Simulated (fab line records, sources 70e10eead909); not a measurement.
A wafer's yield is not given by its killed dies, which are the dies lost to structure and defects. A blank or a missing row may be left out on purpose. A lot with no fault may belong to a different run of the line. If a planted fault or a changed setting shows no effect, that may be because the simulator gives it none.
Tool commonality check	flow nand harc	13 lots and 36 wafers in the sample

WHAT PROMPTED THE OPENING
At NHARC_A_ONON_D2_THK_MEAS_21 the reading thk nm is flagged on 3 of 13 lots. Wafers without a fault read 1001 nm, standard deviation 10.
Rule: flag the lot when none of its wafers has a number, or when each of its wafers that has one lies beyond 4 standard deviations from that mean. The other lots count as sound.

lot	measured	on	thk nm (nm), wafer by wafer	flag
L314	day 14 04:24	film metro-01	996 996 997	
L316	day 14 04:32	film metro-02	1009 1010 1010	
L317	day 15 00:22	film metro-01	999 1000 999	
L318	day 15 00:23	film metro-01	977 976 977	
L319	day 15 15:29	film metro-01	1012 1011 1014	
L321	day 16 04:41	film metro-02	989 990 989	
L323	day 17 08:47	film metro-01	1021 1021 1022	
L325	day 18 11:55	film metro-01	1010 1009 1010	
L327	day 18 23:59	film metro-02	994 996 995	
L330	day 20 09:52	film metro-02	1557 1559	FLAGGED
L331	day 20 15:43	film metro-01	1568 1570	FLAGGED
L333	day 21 04:20	film metro-02	1574 1575	FLAGGED
L334	day 21 18:20	film metro-01	1011 1011 1010	
The numbers of the flagged lots are 1567 nm on average: +566 nm against the usual, or +57 standard deviations.

WHICH TOOL RAN EACH LOT
3 process steps preceding the reading are held in the record, out of 1302 steps in the route. In each cell: the tool, then ch and the chambers that the sampled wafers went through, then the start.
lot	flag	NHARC_A_CHANNEL_FILL_D1_ETCHBACK_19	NHARC_A_DECK1_JOINT_ETCHBACK_00	NHARC_A_ONON_D2_DEP_19
L314		rie si-05 ch 0,3, day 11 01:17	rie si-04 ch 0,1,3, day 12 11:19	pecvd onon-02 ch 0, day 14 03:53
L316		rie si-05 ch 0,1,2, day 11 09:04	rie si-06 ch 0,1, day 12 19:43	pecvd onon-01 ch 0, day 14 04:11
L317		rie si-02 ch 0,1,2, day 11 21:12	rie si-04 ch 0,1, day 13 09:16	pecvd onon-01 ch 0, day 14 23:52
L318		rie si-03 ch 2,3, day 11 21:11	rie si-06 ch 2,3, day 13 09:16	pecvd onon-02 ch 0, day 15 00:00
L319		rie si-05 ch 2,3, day 12 14:31	rie si-01 ch 0,1,2, day 14 02:22	pecvd onon-01 ch 0, day 15 15:02
L321		rie si-03 ch 0,3, day 13 04:58	rie si-06 ch 1,2, day 14 15:29	pecvd onon-03 ch 0, day 16 04:14
L323		rie si-05 ch 0,1,3, day 14 14:40	rie si-04 ch 1,3, day 16 01:46	pecvd onon-01 ch 0, day 17 08:20
L325		rie si-03 ch 0,2,3, day 15 06:52	rie si-04 ch 1,2,3, day 16 17:15	pecvd onon-01 ch 0, day 18 11:24
L327		rie si-03 ch 1,3, day 16 02:43	rie si-01 ch 0,2,3, day 17 13:52	pecvd onon-03 ch 0, day 18 23:32
L330	FLAGGED	rie si-05 ch 1, day 17 09:13	rie si-01 ch 0, day 18 23:53	pecvd onon-03 ch 0, day 20 09:22
L331	FLAGGED	rie si-05 ch 1,3, day 17 18:04	rie si-01 ch 0,3, day 19 05:25	pecvd onon-03 ch 0, day 20 15:13
L333	FLAGGED	rie si-03 ch 0,1, day 18 07:26	rie si-04 ch 2,3, day 19 21:35	pecvd onon-03 ch 0, day 21 03:50
L334		rie si-02 ch 2,3, day 18 19:53	rie si-01 ch 1,2,3, day 20 06:22	pecvd onon-01 ch 0, day 21 17:49
What is done by these steps:
- NHARC_A_CHANNEL_FILL_D1_ETCHBACK_19: etches the open film in HBr/Cl2, target depth 5 nm, time 1.7 s.
- NHARC_A_DECK1_JOINT_ETCHBACK_00: etches the open film in HBr, target depth 30 nm, time 17.4 s.
- NHARC_A_ONON_D2_DEP_19: target thk 1000 nm.
- NHARC_A_ONON_D2_THK_MEAS_21: measures by ellipsometry.

FLAGGED OVER TOTAL, TOOL BY TOOL (the gauges that took the reading come last)
step	tool	lots run	flagged	share of the flagged lots	sound lots run after its first flagged lot
NHARC_A_CHANNEL_FILL_D1_ETCHBACK_19	rie si-02	2	0	none	-
NHARC_A_CHANNEL_FILL_D1_ETCHBACK_19	rie si-03	5	1	some	0
NHARC_A_CHANNEL_FILL_D1_ETCHBACK_19	rie si-05	6	2	some	0
NHARC_A_DECK1_JOINT_ETCHBACK_00	rie si-01	5	2	some	1 (L334)
NHARC_A_DECK1_JOINT_ETCHBACK_00	rie si-04	5	1	some	0
NHARC_A_DECK1_JOINT_ETCHBACK_00	rie si-06	3	0	none	-
NHARC_A_ONON_D2_DEP_19	pecvd onon-01	6	0	none	-
NHARC_A_ONON_D2_DEP_19	pecvd onon-02	2	0	none	-
NHARC_A_ONON_D2_DEP_19	pecvd onon-03	5	3	all	0
NHARC_A_ONON_D2_THK_MEAS_21	film metro-01	8	1	some	1 (L334)
NHARC_A_ONON_D2_THK_MEAS_21	film metro-02	5	2	some	0

WHAT THE TABLE PERMITS
Rows of the table that ran each flagged lot: 1, that is pecvd onon-03 at NHARC_A_ONON_D2_DEP_19.
- pecvd onon-03 at NHARC_A_ONON_D2_DEP_19: 3 of its 5 lots flagged. It ran its last sound lot, L327, at day 18 23:32 and its first flagged lot, L330, at day 20 09:22: a fault with its onset between the two fits.
pecvd onon-03 at NHARC_A_ONON_D2_DEP_19 is the single tool remaining.

WHAT HAD BEEN PUT IN BY THE SIMULATOR
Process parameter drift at NHARC_A_ONON_D2_DEP_19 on pecvd onon-03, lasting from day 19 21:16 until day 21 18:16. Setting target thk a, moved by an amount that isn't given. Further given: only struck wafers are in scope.
Shown lots that were struck: L330, L331, L333. The rule given above showed the same thing.
